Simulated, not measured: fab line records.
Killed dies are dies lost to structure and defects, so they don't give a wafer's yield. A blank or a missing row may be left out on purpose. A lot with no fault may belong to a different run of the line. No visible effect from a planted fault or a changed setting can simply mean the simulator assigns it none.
8D (eight disciplines) problem report, filled in by code / flow n5-finfet / the parts of the form that need people (team, actions taken, sign-off) are left out

== 1. THE ISSUE ==
Wafers without a fault read 400.03 C, standard deviation 0.24; susceptor-temp-C at N5_BEOL_M9_PECVD_70 reads a mean of 376.99 C on 6 wafers belonging to 2 lots. That is -96 standard deviations from the usual mean.
The step: deposits SiO2 from TEOS/O2, target thk 20 nm, time 22.7 s.
Earliest sighting: wafer L222.3 on pecvd-03 at day 16 00:49. The record holds 33 wafers of 11 lots with a number at this step. Rule for "out", or "out of limits": more than 4 standard deviations from the usual mean. The other wafers with a number count as sound.

== 2. WHAT IT IS, AND WHAT IT ISN'T ==
question=which readings at this step | is=susceptor-temp-C | is not=showerhead-plenum-p-Torr, throttle-valve-pct
question=which lots | is=L222, L224 | is not=L209, L210, L211, L215, L216, L225, L226, L227, L228
question=which wafers of those lots | is=all that have a number | is not=-
question=read on which tools | is=pecvd-03 | is not=pecvd-02, pecvd-04
question=when | is=from day 16 00:49 | is not=up to then (15 sound wafers); but 12 sound wafers of L225, L226, L227, L228 came after

== 3. SUSPECTS, AND WHAT RULES EACH OUT ==
Counting: a tool stays on the suspect list if, at a process step up to the reading, it processed all lots that are out and no sound lot following the first of them.
- pvd-sputter-02 at N5_BEOL_M8_SPUTTER_48 (material Cu, target thk 10 nm, time 1.667 s): ruled out as a lasting fault. After its first lot that is out, L222 (day 15 23:09), sound lots L226 ran on it.
- pecvd-03 at N5_BEOL_M9_PECVD_70 (deposits SiO2 from TEOS/O2, target thk 20 nm, time 22.7 s): kept. It ran every lot that is out, first L222 (day 16 00:49), and no sound lot after that; its last sound lot up to then is L216 (day 14 20:26). On those wafers its own readings are out: susceptor-temp-C.
Remaining after the count: pecvd-03 at N5_BEOL_M9_PECVD_70.

== 4. THE CAUSE (what the simulator had put in) ==
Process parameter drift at N5_BEOL_M9_PECVD_70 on pecvd-03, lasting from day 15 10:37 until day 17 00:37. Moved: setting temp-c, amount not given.
The count eliminated every tool but this one.

== 5. THE EFFECT CHAIN, in route order ==
Each row: a reading where the mean over the struck wafers with a number is more than 3 standard deviations away from the usual. Only readings for which the record gives a usual standard deviation are gone through. hours: the time from each lot's start at the first step in this table that gives one to its start at this step, as a median over the lots. sigmas: the change in usual standard deviations.
hours=0; step=N5_BEOL_M9_PECVD_70; reading=susceptor-temp-C; usual=400.03 C; on struck wafers=376.99; change=-23.04; sigmas=-96
hours=8; step=N5_BEOL_M9_CMP_52; reading=barrier-field-endpoint-s; usual=29.1 s; on struck wafers=33.0; change=+3.9; sigmas=+5.7
It contains these process steps:
- N5_BEOL_M9_PECVD_70: deposits SiO2 from TEOS/O2, target thk 20 nm, time 22.7 s.
- N5_BEOL_M9_CMP_52: polishes, stops on SiCOH lowk, t overpolish 7 s, target thk 140 nm.
Later measuring or inspecting steps at which every struck wafer that the step has a row for has a number for every such reading, and none has moved that far: N5_BEOL_M9_CD_MEAS_11.

== 6. WHAT WOULD HAVE CAUGHT IT SOONER ==
14 hours passed between the start of the fault at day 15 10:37 and the first reading out of limits in this record, taken at day 16 00:49.
